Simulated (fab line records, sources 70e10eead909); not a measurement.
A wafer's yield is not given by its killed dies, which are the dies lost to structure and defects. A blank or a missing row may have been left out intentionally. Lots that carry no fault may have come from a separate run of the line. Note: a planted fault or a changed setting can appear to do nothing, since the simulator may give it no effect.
fab line records	flow nand_harc
record: lots: 12	wafers: 36	last_day: 33
route steps=1302 shown THIN_TSV@1261 END@1302
lots that met no fault: taken from a fault-free run of the same line
start_h: the number of hours between the record's first day and the start of the first shown wafer of the lot	wait_h: how many hours have passed since the lot's step before this one	" same as the row above	L1.1+2: a row that stands for several wafers	- either no value or no given start	* or withheld: withheld	< > ~ a bound
route shown NAME@n: a module of which the file shows steps, and the number in the route of the first	usual: the fault-free wafers' mean and standard deviation	same: alike in all rows	chamber/n: place in a boat	sites: each site's reading	_std_site: their standard deviation	_edge_site: inner sites' mean taken away from outer sites' mean	radius_mm: how far each site lies from the wafer's centre	mask NAME#n: copy n	behind: the tool/chamber that last shaped the wafer	hold: cause of the lot's hold/its duration in hours/its outcome	device: transistor that didn't switch, given as n, p or np	end of line: the tests these same wafers got at the end of their route	step lacking rows: just its recipe	killed: dies that structure and defects cost at the first sort, which is not the same as the wafer's yield	map: per-die view of a wafer (x killed, . not killed, _ where there is no die)
set.NAME: the setting as run; set.NAME@STEP: as run at that earlier step	model.NAME: the simulator's own value behind a step, which no gauge read
route steps across a sampled set of lots; one table per step, one row per wafer
services: a tool's chamber out of use, with start hour (start_h, from the record's first day; less than 0 if before it), hours out, and reason
== steps ==
step: NHARC_THIN_TSV_DESCUM_14
recipe: time_s: 3	o2_flow_sccm: 200	ar_flow_sccm: 0	bias_power_w: 0	chemistry: O2
usual: drypump_motor_current_A: 5.8/0.48	oes_product_au: 0.998/0.01	rf_vpp_V: 57.8/0.93	showerhead_plenum_p_Torr: 1.92/0.086	throttle_valve_pct: 11.311/0.0098
lot.wafer	tool	chamber	start_h	wait_h	drypump_motor_current_A	oes_product_au	rf_hours_counter_h	rf_vpp_V	showerhead_plenum_p_Torr	throttle_valve_pct
L342.2	rie_diel-01	3	544.45	-	6.0	0.992	11	57.7	1.94	11.316
L342.5	"	3	"	"	6.0	1.008	-	58.4	1.94	11.320
L342.6	"	0	"	"	5.1	1.008	-	56.8	1.91	11.301
L345.1	rie_diel-04	3	562.70	-	6.1	0.986	1	57.4	2.05	11.335
L345.2	"	1	"	"	5.0	0.989	1	59.0	1.87	11.321
L345.5	"	2	"	"	6.5	0.975	-	58.8	1.91	11.312
L346.3	rie_diel-07	1	581.60	-	5.8	1.009	6	57.6	1.81	11.313
L346.2	"	3	"	"	6.3	1.018	2	56.8	1.80	11.303
L346.6	"	2	"	"	6.5	1.003	-	57.9	1.94	11.296
L347.3	rie_diel-07	3	592.73	-	6.3	1.016	3	57.6	1.80	11.320
L347.4	"	2	"	"	6.5	0.993	-	57.1	1.94	11.310
L347.5	"	3	"	"	6.3	1.018	-	57.1	1.80	11.295
L343.2	rie_diel-07	3	621.03	-	6.2	1.018	4	57.6	1.80	11.333
L343.3	"	1	"	"	5.8	1.005	9	58.2	1.81	11.309
L343.1	"	2	"	"	6.5	0.994	7	59.0	1.94	11.314
L349.2	rie_diel-01	3	622.25	-	5.9	0.993	3	58.9	1.93	11.324
L349.3	"	0	"	"	5.1	1.004	2	57.4	1.91	11.301
L349.5	"	2	"	"	5.6	1.009	-	58.4	2.00	11.319
L352.2	rie_diel-01	1	639.41	-	5.3	0.997	4	57.4	2.05	11.298
L352.1	"	0	"	"	5.1	1.006	4	58.0	1.91	11.309
L352.6	"	2	"	"	5.6	0.995	-	56.5	2.00	11.304
L357.1	rie_diel-04	2	693.65	-	6.5	0.987	8	58.0	1.90	11.321
L357.4	"	0	"	"	6.1	0.982	8	58.2	2.03	11.317
L357.5	"	1	"	"	5.0	0.989	-	57.4	1.87	11.307
L356.1	rie_diel-04	1	701.45	-	4.9	0.997	10	58.7	1.86	11.325
L356.5	"	1	"	"	4.9	0.984	-	58.0	1.86	11.313
L356.6	"	2	"	"	6.5	0.981	-	57.7	1.90	11.308
L360.4	rie_diel-01	1	702.64	-	5.3	1.006	9	58.5	2.05	11.304
L360.3	"	2	"	"	5.6	1.010	9	58.6	2.00	11.328
L360.2	"	0	"	"	5.1	1.004	9	56.8	1.91	11.292
L359.4	rie_diel-04	2	707.29	-	6.5	0.987	9	56.4	1.90	11.289
L359.2	"	1	"	"	4.9	0.994	11	57.8	1.87	11.322
L359.6	"	2	"	"	6.5	0.996	-	56.7	1.90	11.291
L365.1	rie_diel-01	3	771.73	-	6.0	1.007	1	57.8	1.93	11.311
L365.3	"	2	"	"	5.6	1.011	1	58.0	2.00	11.308
L365.6	"	0	"	"	5.1	1.005	-	58.0	1.91	11.313
step: NHARC_THIN_TSV_ANNEAL_52
recipe: temp_c: 225	time_s: 90
usual: wafer_temp_C_max: 225.84/0.26
lot.wafer	tool	chamber	start_h	wait_h	wafer_temp_C_max
L342.2	rtp_anneal-02	0	548.61	0.7	225.66
L342.5	"	0	"	"	225.66
L342.6	"	0	"	"	225.60
L345.1	rtp_anneal-01	0	566.59	0.6	225.84
L345.2	"	0	"	"	225.97
L345.5	"	0	"	"	225.82
L346.2	rtp_anneal-02	0	585.70	0.6	225.46
L346.3	"	0	"	"	225.63
L346.6	"	0	"	"	225.69
L347.3	rtp_anneal-02	0	596.93	0.5	226.11
L347.4	"	0	"	"	225.95
L347.5	"	0	"	"	226.19
L343.1	rtp_anneal-01	0	625.20	0.6	226.02
L343.2	"	0	"	"	226.56
L343.3	"	0	"	"	226.17
L349.2	rtp_anneal-02	0	626.35	0.6	225.41
L349.3	"	0	"	"	225.92
L349.5	"	0	"	"	225.57
L352.1	rtp_anneal-02	0	643.20	0.5	226.01
L352.2	"	0	"	"	226.02
L352.6	"	0	"	"	225.82
L357.1	rtp_anneal-01	0	697.60	0.5	226.41
L357.4	"	0	"	"	226.01
L357.5	"	0	"	"	226.19
L356.1	rtp_anneal-01	0	705.23	0.5	226.05
L356.5	"	0	"	"	225.84
L356.6	"	0	"	"	225.66
L360.2	rtp_anneal-01	0	706.62	0.7	225.90
L360.3	"	0	"	"	225.85
L360.4	"	0	"	"	225.95
L359.2	rtp_anneal-01	0	711.37	0.6	226.14
L359.4	"	0	"	"	226.01
L359.6	"	0	"	"	225.74
L365.1	rtp_anneal-01	0	775.53	0.6	225.92
L365.3	"	0	"	"	225.87
L365.6	"	0	"	"	226.68
step: NHARC_THIN_TSV_CMP_21
recipe: t_overpolish_s: 30	target_thk_nm: 2000
usual: motor_current_A: 11.9/1.6	overpolish_run_s: 29.999/0.0086
lot.wafer	tool	chamber	start_h	wait_h	motor_current_A	overpolish_run_s
L342.2	cmp-03	2	548.94	-	10.5	30.001
L342.5	"	1	"	"	11.4	30.008
L342.6	"	2	"	"	10.2	29.997
L345.2	cmp-03	2	566.94	-	10.1	30.007
L345.1	"	0	"	"	13.0	29.994
L345.5	"	3	"	"	11.8	29.995
L346.2	cmp-03	0	586.03	-	13.9	30.005
L346.3	"	1	"	"	12.2	29.988
L346.6	"	3	"	"	11.4	29.996
L347.4	cmp-04	1	597.44	-	11.9	30.002
L347.3	"	2	"	"	10.7	30.004
L347.5	"	3	"	"	11.5	29.991
L343.3	cmp-03	0	625.55	-	13.9	29.999
L343.2	"	2	"	"	9.8	29.995
L343.1	"	3	"	"	10.8	29.993
L349.3	cmp-01	1	626.93	-	11.2	29.982
L349.2	"	3	"	"	12.0	30.006
L349.5	"	1	"	"	10.6	30.006
L352.1	cmp-03	2	643.86	-	10.5	29.995
L352.2	"	1	"	"	11.4	30.010
L352.6	"	3	"	"	11.6	30.006
L357.4	cmp-04	3	697.95	-	11.6	29.984
L357.1	"	1	"	"	11.7	30.000
L357.5	"	0	"	"	13.7	30.015
L356.1	cmp-03	3	705.61	-	11.1	29.983
L356.6	"	2	"	"	10.4	29.988
L356.5	"	3	"	"	11.4	30.002
L360.3	cmp-03	0	706.94	-	12.9	29.996
L360.2	"	1	"	"	11.9	30.003
L360.4	"	2	"	"	10.3	29.999
L359.2	cmp-01	2	711.66	-	9.9	30.001
L359.4	"	3	"	"	12.0	29.996
L359.6	"	3	"	"	12.1	30.010
L365.1	cmp-04	1	775.91	-	11.4	30.012
L365.3	"	2	"	"	9.8	30.000
L365.6	"	1	"	"	12.0	29.996
step: NHARC_THIN_TSV_PVD_24
recipe: target_thk_a: 8000	power_w: withheld	chamber_pressure_pa: withheld	substrate_temp_c: withheld	time_s: withheld	gas: Ar	material: Al
lot.wafer	tool	chamber	start_h	wait_h
L342.2+6+5	pvd_sputter-03	-	549.78	0.2
L345.1+2+5	pvd_sputter-02	-	567.80	0.2
L346.3+2+6	pvd_sputter-02	-	589.11	0.3
L347.3+4+5	pvd_sputter-03	-	598.13	0.1
L343.3+2+1	pvd_sputter-01	-	626.31	0.1
L349.3+2+5	pvd_sputter-03	-	627.66	0.1
L352.1+2+6	pvd_sputter-03	-	644.70	0.2
L357.1+4+5	pvd_sputter-03	-	698.73	0.1
L356.1+6+5	pvd_sputter-01	-	706.39	0.1
L360.4+2+3	pvd_sputter-03	-	707.67	0.1
L359.4+2+6	pvd_sputter-03	-	712.42	0.1
L365.3+1+6	pvd_sputter-02	-	776.64	0.1
step: NHARC_THIN_TSV_INSPECT_40
usual: raw_defect_count: 553/100
lot.wafer	tool	chamber	start_h	wait_h	raw_defect_count
L342.2	defect_inspect-01	-	556.67	0.4	839
L342.5	"	-	"	"	744
L342.6	"	-	"	"	691
L345.1	defect_inspect-01	-	576.90	0.4	455
L345.2	"	-	"	"	501
L345.5	"	-	"	"	548
L346.2	defect_inspect-02	-	596.99	0.4	455
L346.3	"	-	"	"	468
L346.6	"	-	"	"	436
L347.3	defect_inspect-02	-	604.94	0.4	558
L347.4	"	-	"	"	509
L347.5	"	-	"	"	646
L349.2	defect_inspect-01	-	635.08	0.4	641
L349.3	"	-	"	"	548
L349.5	"	-	"	"	456
L343.1	defect_inspect-02	-	635.08	0.4	542
L343.2	"	-	"	"	616
L343.3	"	-	"	"	560
L352.1	defect_inspect-01	-	650.00	0.4	692
L352.2	"	-	"	"	616
L352.6	"	-	"	"	531
L357.1	defect_inspect-02	-	707.50	0.4	643
L357.4	"	-	"	"	584
L357.5	"	-	"	"	538
L356.1	defect_inspect-01	-	713.78	0.4	596
L356.5	"	-	"	"	536
L356.6	"	-	"	"	573
L360.2	defect_inspect-02	-	713.78	0.4	1644
L360.3	"	-	"	"	453
L360.4	"	-	"	"	454
L359.2	defect_inspect-01	-	719.89	0.4	604
L359.4	"	-	"	"	569
L359.6	"	-	"	"	1765
L365.1	defect_inspect-01	-	783.57	0.4	619
L365.3	"	-	"	"	476
L365.6	"	-	"	"	491
step: NHARC_END_SORT_01
recipe: temp_c: 25
usual: defect_limited_yield: 91/3.2	killed_at_array: 55/22	killed_at_other: 1.1/1.4	killed_at_periphery: 4/3.2	killed_dies: 59/22	killed_open: 3.3/1.8	killed_short: 2.5/1.5
same: gross_dies: 677
lot.wafer	tool	chamber	start_h	wait_h	defect_limited_yield[%]	killed_at_array	killed_at_other	killed_at_periphery	killed_dies	killed_open	killed_short
L342.2	prober-02	0	560.52	2.8	87	90	0	1	91	2	2
L342.5	prober-02	0	562.94	3.7	88	78	0	3	81	2	2
L342.6	prober-02	0	563.75	4.0	86	90	0	2	92	1	2
L345.1	prober-01	0	579.97	2.5	91	54	4	1	59	4	4
L345.2	prober-01	0	580.77	2.8	90	62	2	1	65	4	5
L345.5	prober-01	0	583.16	3.7	90	63	0	2	65	2	2
L346.2	prober-02	0	600.87	2.8	96	22	1	2	25	2	1
L346.3	prober-02	0	601.68	3.1	96	20	1	3	24	5	3
L346.6	prober-02	0	604.09	4.0	96	22	2	1	25	4	2
L347.3	prober-01	0	609.54	3.1	90	66	1	4	71	11	3
L347.4	prober-01	0	610.33	3.4	92	48	3	1	52	4	3
L347.5	prober-01	0	611.12	3.7	93	47	0	0	47	1	6
L343.1	prober-01	0	638.14	2.5	88	77	3	0	80	1	0
L343.2	prober-01	0	638.94	2.8	90	65	0	1	66	4	0
L343.3	prober-01	0	639.74	3.1	89	69	2	3	74	4	3
L349.2	prober-02	0	638.92	2.8	96	21	1	7	29	3	4
L349.3	prober-02	0	639.73	3.1	96	22	0	4	26	3	1
L349.5	prober-02	0	641.34	3.7	97	19	0	3	22	1	3
L352.1	prober-02	0	653.07	2.5	92	41	0	10	51	3	2
L352.2	prober-02	0	653.87	2.8	93	40	0	8	48	4	6
L352.6	prober-02	0	657.05	4.0	93	41	0	4	45	4	1
L357.1	prober-02	0	712.80	2.5	87	81	0	8	89	4	4
L357.4	prober-02	0	715.19	3.4	89	74	0	3	77	4	4
L357.5	prober-02	0	715.99	3.7	89	74	0	2	76	4	4
L356.1	prober-01	0	716.85	2.5	90	63	1	2	66	4	3
L356.5	prober-01	0	720.05	3.7	91	56	1	1	58	5	1
L356.6	prober-01	0	720.84	4.0	89	68	1	3	72	4	2
L360.2	prober-02	0	721.40	2.8	86	26	65	4	95	4	6
L360.3	prober-02	0	722.19	3.1	96	24	0	6	30	1	2
L360.4	prober-02	0	722.98	3.4	91	47	1	10	58	5	2
L359.2	prober-01	0	725.42	2.8	90	66	2	3	71	3	2
L359.4	prober-01	0	727.01	3.4	87	85	0	2	87	1	2
L359.6	prober-01	0	728.60	4.0	81	57	68	2	127	3	2
L365.1	prober-01	0	786.62	2.5	90	66	0	2	68	3	3
L365.3	prober-01	0	788.22	3.1	91	61	0	3	64	1	1
L365.6	prober-01	0	790.61	4.0	90	64	0	1	65	3	4
killed by level:class
L342.2 A_CHANNEL_HOLE_D1:chamber_film_flake=31 A_SLIT:chamber_film_flake=24 A_CHANNEL_HOLE_D2:chamber_film_flake=19 A_CONTACT:chamber_film_flake=5 A_CHANNEL_FILL_D1:chamber_film_flake=3 A_WL_FILL:chamber_film_flake=2 A_CHANNEL_FILL_D1:geometric_particle:short=1 A_ONON_D2:geometric_particle:open=1
L342.5 A_CHANNEL_HOLE_D2:chamber_film_flake=26 A_SLIT:chamber_film_flake=22 A_CHANNEL_HOLE_D1:chamber_film_flake=12 A_CONTACT:chamber_film_flake=7 A_CHANNEL_FILL_D1:chamber_film_flake=4 A_WL_FILL:chamber_film_flake=4 P_ZERO_WELL:chamber_film_flake=2 P_GATE:geometric_particle:open=1
L342.6 A_SLIT:chamber_film_flake=30 A_CHANNEL_HOLE_D1:chamber_film_flake=27 A_CHANNEL_HOLE_D2:chamber_film_flake=16 A_CHANNEL_FILL_D1:chamber_film_flake=5 A_CONTACT:chamber_film_flake=4 A_WL_FILL:chamber_film_flake=3 A_STAIRCASE:chamber_film_flake=2 A_SOURCE_PLATE:geometric_particle:short=1
L345.1 A_SLIT:chamber_film_flake=20 A_CHANNEL_HOLE_D2:chamber_film_flake=10 A_CONTACT:chamber_film_flake=8 THIN_TSV:chamber_film_flake=4 A_CHANNEL_FILL_D2:chamber_film_flake=3 A_WL_FILL:chamber_film_flake=2 A_DECK1_JOINT:chamber_film_flake=2 P_M0:geometric_particle:open=1
L345.2 A_SLIT:chamber_film_flake=23 A_CHANNEL_HOLE_D2:chamber_film_flake=13 A_CHANNEL_FILL_D2:chamber_film_flake=5 A_CONTACT:chamber_film_flake=5 A_CHANNEL_HOLE_D1:geometric_particle:open=2 A_WL_FILL:geometric_particle:short=2 A_CHANNEL_HOLE_D1:chamber_film_flake=2 A_WL_FILL:chamber_film_flake=2
L345.5 A_SLIT:chamber_film_flake=25 A_CHANNEL_HOLE_D2:chamber_film_flake=16 A_CONTACT:chamber_film_flake=9 A_CHANNEL_FILL_D2:chamber_film_flake=6 A_CHANNEL_HOLE_D1:chamber_film_flake=2 P_CONTACT:geometric_particle:short=1 A_SOURCE_PLATE:geometric_particle:open=1 A_CHANNEL_FILL_D1:geometric_particle:open=1
L346.2 A_CHANNEL_HOLE_D2:chamber_film_flake=9 A_BONDPAD:chamber_film_flake=5 A_STAIRCASE:chamber_film_flake=3 A_DECK1_JOINT:chamber_film_flake=2 P_M0:geometric_particle:open=1 A_DECK1_JOINT:geometric_particle:open=1 A_WL_FILL:geometric_particle:short=1 P_ZERO_WELL:chamber_film_flake=1
L346.3 A_CHANNEL_HOLE_D2:chamber_film_flake=5 A_CHANNEL_HOLE_D1:chamber_film_flake=4 A_BONDPAD:chamber_film_flake=4 A_ONON_D1:geometric_particle:short=2 A_WL_FILL:geometric_particle:open=2 P_GATE:geometric_particle:open=1 P_CONTACT:geometric_particle:short=1 P_CONTACT:geometric_particle:open=1
L346.6 A_CHANNEL_HOLE_D2:chamber_film_flake=9 A_CHANNEL_HOLE_D1:chamber_film_flake=3 A_CHANNEL_FILL_D1:geometric_particle:open=2 A_CONTACT:chamber_film_flake=2 THIN_TSV:chamber_film_flake=2 A_ONON_D1:geometric_particle:open=1 A_CHANNEL_HOLE_D1:geometric_particle:short=1 A_ONON_D2:geometric_particle:short=1
L347.3 A_SLIT:chamber_film_flake=33 A_CHANNEL_HOLE_D2:chamber_film_flake=13 A_STAIRCASE:chamber_film_flake=3 P_M0:geometric_particle:open=2 A_ONON_D1:geometric_particle:open=2 A_M0:geometric_particle:open=2 A_DECK1_JOINT:chamber_film_flake=2 A_CHANNEL_FILL_D2:chamber_film_flake=2
L347.4 A_SLIT:chamber_film_flake=24 A_CHANNEL_HOLE_D2:chamber_film_flake=8 THIN_TSV:chamber_film_flake=3 A_ZERO_WELL:chamber_film_flake=2 A_CHANNEL_HOLE_D1:chamber_film_flake=2 A_DECK1_JOINT:chamber_film_flake=2 A_STAIRCASE:chamber_film_flake=2 P_M0:geometric_particle:open=1
L347.5 A_SLIT:chamber_film_flake=30 A_CHANNEL_HOLE_D2:chamber_film_flake=4 A_STAIRCASE:chamber_film_flake=3 A_ONON_D1:geometric_particle:short=2 A_CHANNEL_FILL_D1:geometric_particle:short=1 A_CHANNEL_FILL_D2:geometric_particle:short=1 A_WL_FILL:geometric_particle:short=1 A_M0:geometric_particle:open=1
L343.1 A_CHANNEL_HOLE_D2:chamber_film_flake=33 A_SLIT:chamber_film_flake=29 A_CHANNEL_HOLE_D1:chamber_film_flake=7 THIN_TSV:chamber_film_flake=3 A_CONTACT:chamber_film_flake=2 A_BLC:chamber_film_flake=2 A_DECK1_JOINT:geometric_particle:open=1 A_ZERO_WELL:chamber_film_flake=1
L349.2 A_CHANNEL_HOLE_D2:chamber_film_flake=7 A_DECK1_JOINT:chamber_film_flake=4 A_CHANNEL_HOLE_D1:chamber_film_flake=3 P_STI:chamber_film_flake=2 P_CONTACT:geometric_particle:short=1 P_M1:geometric_particle:short=1 P_M2:geometric_particle:open=1 A_DECK1_JOINT:geometric_particle:short=1
L343.2 A_SLIT:chamber_film_flake=25 A_CHANNEL_HOLE_D2:chamber_film_flake=12 A_CHANNEL_HOLE_D1:chamber_film_flake=12 A_BLC:chamber_film_flake=5 A_CONTACT:chamber_film_flake=4 A_CHANNEL_FILL_D2:geometric_particle:open=2 A_STAIRCASE:chamber_film_flake=2 P_GATE:geometric_particle:open=1
L349.3 A_CHANNEL_HOLE_D2:chamber_film_flake=11 A_CHANNEL_HOLE_D1:chamber_film_flake=3 A_CHANNEL_FILL_D2:chamber_film_flake=2 A_STAIRCASE:chamber_film_flake=2 P_CONTACT:geometric_particle:open=1 P_CONTACT:geometric_particle:short=1 A_ONON_D1:geometric_particle:open=1 A_CONTACT:geometric_particle:open=1
L343.3 A_SLIT:chamber_film_flake=35 A_CHANNEL_HOLE_D2:chamber_film_flake=11 A_CHANNEL_HOLE_D1:chamber_film_flake=7 A_STAIRCASE:chamber_film_flake=4 A_BLC:chamber_film_flake=4 THIN_TSV:chamber_film_flake=2 P_M2:geometric_particle:open=1 A_ONON_D1:geometric_particle:short=1
L349.5 A_CHANNEL_HOLE_D2:chamber_film_flake=7 A_CHANNEL_HOLE_D1:chamber_film_flake=3 A_CONTACT:chamber_film_flake=3 P_STI:chamber_film_flake=2 A_CHANNEL_FILL_D2:chamber_film_flake=2 P_M0:geometric_particle:open=1 A_DECK1_JOINT:geometric_particle:short=1 A_CONTACT:geometric_particle:short=1
L352.1 A_CHANNEL_HOLE_D2:chamber_film_flake=17 A_CONTACT:chamber_film_flake=10 A_CHANNEL_HOLE_D1:chamber_film_flake=6 A_STAIRCASE:chamber_film_flake=3 P_GATE:chamber_film_flake=2 P_BONDPAD:chamber_film_flake=2 A_SLIT:chamber_film_flake=2 P_GATE:geometric_particle:open=1
L352.2 A_CHANNEL_HOLE_D2:chamber_film_flake=19 A_CHANNEL_HOLE_D1:chamber_film_flake=6 A_STAIRCASE:chamber_film_flake=4 P_CONTACT:geometric_particle:short=2 A_CHANNEL_FILL_D2:geometric_particle:short=2 P_STI:chamber_film_flake=2 P_GATE:chamber_film_flake=2 P_M0:geometric_particle:open=1
L352.6 A_CHANNEL_HOLE_D2:chamber_film_flake=17 A_CHANNEL_HOLE_D1:chamber_film_flake=7 A_CONTACT:chamber_film_flake=6 A_CHANNEL_FILL_D2:chamber_film_flake=3 P_BONDPAD:chamber_film_flake=2 A_SLIT:chamber_film_flake=2 P_CONTACT:geometric_particle:open=1 A_SOURCE_PLATE:geometric_particle:open=1
L357.1 A_SLIT:chamber_film_flake=31 A_CHANNEL_HOLE_D2:chamber_film_flake=21 A_CHANNEL_HOLE_D1:chamber_film_flake=10 P_GATE:chamber_film_flake=6 A_CHANNEL_FILL_D1:chamber_film_flake=4 A_STAIRCASE:chamber_film_flake=3 P_M2:chamber_film_flake=2 A_WL_FILL:chamber_film_flake=2
L357.4 A_SLIT:chamber_film_flake=30 A_CHANNEL_HOLE_D2:chamber_film_flake=20 A_CHANNEL_HOLE_D1:chamber_film_flake=14 P_CONTACT:geometric_particle:open=1 A_ONON_D1:geometric_particle:open=1 A_CHANNEL_FILL_D1:geometric_particle:open=1 A_ONON_D2:geometric_particle:short=1 A_CHANNEL_FILL_D2:geometric_particle:short=1
L357.5 A_SLIT:chamber_film_flake=26 A_CHANNEL_HOLE_D2:chamber_film_flake=21 A_CHANNEL_HOLE_D1:chamber_film_flake=12 A_CONTACT:chamber_film_flake=6 A_STAIRCASE:chamber_film_flake=2 P_M0:geometric_particle:open=1 A_ONON_D1:geometric_particle:short=1 A_SGD_CUT:geometric_particle:short=1
L356.1 A_SLIT:chamber_film_flake=29 A_CHANNEL_HOLE_D1:chamber_film_flake=13 A_CONTACT:chamber_film_flake=9 A_STAIRCASE:chamber_film_flake=3 A_CHANNEL_HOLE_D2:chamber_film_flake=2 P_M0:geometric_particle:open=1 A_CHANNEL_FILL_D1:geometric_particle:open=1 A_CHANNEL_FILL_D1:geometric_particle:short=1
L356.5 A_SLIT:chamber_film_flake=26 A_CHANNEL_HOLE_D1:chamber_film_flake=14 A_CONTACT:chamber_film_flake=5 A_STAIRCASE:chamber_film_flake=5 P_CONTACT:geometric_particle:open=1 A_SOURCE_PLATE:geometric_particle:short=1 A_CHANNEL_FILL_D1:geometric_particle:open=1 A_WL_FILL:geometric_particle:open=1
L356.6 A_SLIT:chamber_film_flake=37 A_CHANNEL_HOLE_D1:chamber_film_flake=14 A_CONTACT:chamber_film_flake=8 A_CHANNEL_FILL_D2:chamber_film_flake=3 P_M0:geometric_particle:open=1 P_M2:geometric_particle:open=1 A_STAIRCASE:geometric_particle:open=1 A_SGD_CUT:geometric_particle:short=1
L360.2 THIN_TSV:unspecified=65 A_CHANNEL_HOLE_D1:chamber_film_flake=11 A_SLIT:chamber_film_flake=4 P_CONTACT:chamber_film_flake=2 P_M0:geometric_particle:short=1 A_ONON_D1:geometric_particle:open=1 A_CHANNEL_FILL_D1:geometric_particle:open=1 A_DECK1_JOINT:geometric_particle:short=1
L360.3 A_CHANNEL_HOLE_D1:chamber_film_flake=16 P_CONTACT:chamber_film_flake=5 A_CONTACT:chamber_film_flake=5 A_DECK1_JOINT:geometric_particle:short=1 A_BLC:geometric_particle:open=1 A_M0:geometric_particle:short=1 P_GATE:chamber_film_flake=1
L360.4 A_CHANNEL_HOLE_D1:chamber_film_flake=33 A_CONTACT:chamber_film_flake=6 P_CONTACT:chamber_film_flake=6 P_M2:chamber_film_flake=2 A_SLIT:chamber_film_flake=2 P_GATE:geometric_particle:short=1 A_DECK1_JOINT:geometric_particle:open=1 A_STAIRCASE:geometric_particle:short=1
L359.2 A_SLIT:chamber_film_flake=30 A_CHANNEL_HOLE_D1:chamber_film_flake=12 A_CHANNEL_HOLE_D2:chamber_film_flake=11 A_STAIRCASE:chamber_film_flake=5 A_DECK1_JOINT:geometric_particle:short=2 A_CHANNEL_FILL_D2:geometric_particle:open=2 A_CHANNEL_FILL_D1:chamber_film_flake=2 A_SGD_CUT:chamber_film_flake=2
L359.4 A_SLIT:chamber_film_flake=35 A_CHANNEL_HOLE_D2:chamber_film_flake=29 A_CHANNEL_HOLE_D1:chamber_film_flake=11 A_SGD_CUT:chamber_film_flake=3 A_CHANNEL_FILL_D1:chamber_film_flake=2 P_CONTACT:geometric_particle:short=1 A_CHANNEL_FILL_D2:geometric_particle:short=1 A_M0:geometric_particle:open=1
L359.6 THIN_TSV:unspecified=63 A_SLIT:chamber_film_flake=23 A_CHANNEL_HOLE_D2:chamber_film_flake=20 A_CHANNEL_HOLE_D1:chamber_film_flake=5 THIN_TSV:chamber_film_flake=5 A_WL_FILL:chamber_film_flake=2 A_SOURCE_PLATE:geometric_particle:open=1 A_DECK1_JOINT:geometric_particle:open=1
L365.1 A_CHANNEL_HOLE_D2:chamber_film_flake=32 A_CHANNEL_HOLE_D1:chamber_film_flake=17 A_SLIT:chamber_film_flake=3 A_DECK1_JOINT:geometric_particle:short=2 A_DECK1_JOINT:chamber_film_flake=2 A_CHANNEL_FILL_D2:chamber_film_flake=2 A_STAIRCASE:chamber_film_flake=2 P_M0:geometric_particle:open=1
L365.3 A_CHANNEL_HOLE_D2:chamber_film_flake=28 A_CHANNEL_HOLE_D1:chamber_film_flake=22 A_SLIT:chamber_film_flake=3 P_STI:chamber_film_flake=2 A_STAIRCASE:chamber_film_flake=2 A_CONTACT:chamber_film_flake=2 P_CONTACT:geometric_particle:open=1 A_ONON_D2:geometric_particle:short=1
L365.6 A_CHANNEL_HOLE_D2:chamber_film_flake=29 A_CHANNEL_HOLE_D1:chamber_film_flake=9 A_SLIT:chamber_film_flake=8 A_CONTACT:chamber_film_flake=5 A_CHANNEL_FILL_D2:geometric_particle:open=2 A_CHANNEL_FILL_D2:chamber_film_flake=2 A_DECK1_JOINT:geometric_particle:short=1 A_ONON_D2:geometric_particle:short=1
== services ==
tool	chamber	start_h	hours	kind
cmp-04	-	523.42	0.7	repair
cmp-03	-	525.76	2.2	repair
rie_diel-04	-	531.90	9.0	pm
rie_diel-07	0	536.98	5.4	repair
rie_diel-01	1	546.57	4.1	repair
cmp-03	-	556.55	4.0	pm
rie_diel-01	-	557.80	9.0	pm
rie_diel-04	0	571.88	9.3	repair
pvd_sputter-03	-	583.63	10.0	pm
cmp-03	-	584.10	0.9	repair
pvd_sputter-03	-	636.15	1.3	repair
cmp-03	-	654.55	4.0	pm
pvd_sputter-03	-	666.07	8.9	repair
rie_diel-04	0	669.44	8.6	repair
cmp-03	-	692.86	1.3	repair
rie_diel-04	-	708.90	9.0	pm
rie_diel-01	3	721.18	5.1	repair
cmp-03	-	730.41	6.1	repair
rie_diel-01	-	734.80	9.0	pm
rie_diel-04	0	740.68	4.4	repair
rtp_anneal-02	-	744.03	12.0	pm
cmp-03	-	752.55	4.0	pm
pvd_sputter-03	-	761.63	10.0	pm
rie_diel-04	0	771.69	8.7	repair
== key ==
first_sign: step: NHARC_THIN_TSV_INSPECT_40	reading: raw_defect_count	direction: up	sigmas: 11	usual: 553	struck: 1704
effect: step: NHARC_END_SORT_01	reading: killed_at_other	direction: up	sigmas: 48	usual: 1.1	struck: 66.5
more_kills_born_at: NHARC_THIN_TSV_PVD_24@pvd_sputter-03: 128
met_at NHARC_THIN_TSV_PVD_24
struck_lots L359,L360
struck_wafers L359.6,L360.2
not_acting_at NHARC_THIN_TSV_DESCUM_14,NHARC_THIN_TSV_ANNEAL_52,NHARC_THIN_TSV_CMP_21
onset_between 698.73 707.67
fault: kind: chamber_particle_source	tool: pvd_sputter-03	chamber: -	onset_h: 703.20	steps: NHARC_THIN_TSV_PVD_24	rate_per_visit_cm2: 1.9002	end_h: 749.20	scope: struck_wafers_only
